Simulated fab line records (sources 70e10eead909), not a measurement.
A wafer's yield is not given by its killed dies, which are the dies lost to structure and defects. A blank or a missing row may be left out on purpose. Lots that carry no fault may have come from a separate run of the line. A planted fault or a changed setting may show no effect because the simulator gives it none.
Chamber matching | flow nand-harc | NHARC_A_CONTACT_DEP_85 on pecvd-04 has 3 sister chambers
The step deposits SiON, target thk 50 nm. 3 wafers are shown with their chamber, then 8 later ones without.

== WAFERS WITH THEIR CHAMBER ==
wafer  | chamber | heater-power-w (W)
L080.2 | 2       | 757
L080.3 | 1       | 651
L080.4 | 0       | 794

== WAFERS WITHOUT THEIR CHAMBER ==
wafer  | heater-power-w (W)
L080.5 | 648
L080.6 | 758
L085.1 | 563
L085.2 | 782
L085.3 | 856
L092.4 | 715
L092.5 | 615
L092.6 | 729

== EACH ONE'S CHAMBER ==
wafer  | from the rows above          | in truth
L080.5 | 1                            | 1
L080.6 | can't be placed: 2 or 0      | 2
L085.1 | 1                            | 1
L085.2 | can't be placed: 0 or 2      | 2
L085.3 | can't be placed: 0 or 2      | 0
L092.4 | can't be placed: 2 or 1 or 0 | 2
L092.5 | 1                            | 1
L092.6 | can't be placed: 2 or 0 or 1 | 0
3 of 8 placed correctly. Not placeable from these rows: 5 (in 5, the candidates include the true chamber). Number placed wrongly: 0.
How it was worked out, from the rows above alone: a wafer's distance from a chamber is the root of the sum, over the readings, of the square of ((its reading less the chamber's mean) divided by the reading's scatter). If the next closest chamber is less than 2 further off than the closest, the wafer can't be placed; otherwise it belongs to the closest. For every chamber, the mean is computed from those of its wafers that are shown. The scatter: with one shown wafer a chamber, the root of the mean of the squares of how far each hidden wafer lies from its nearest shown one.
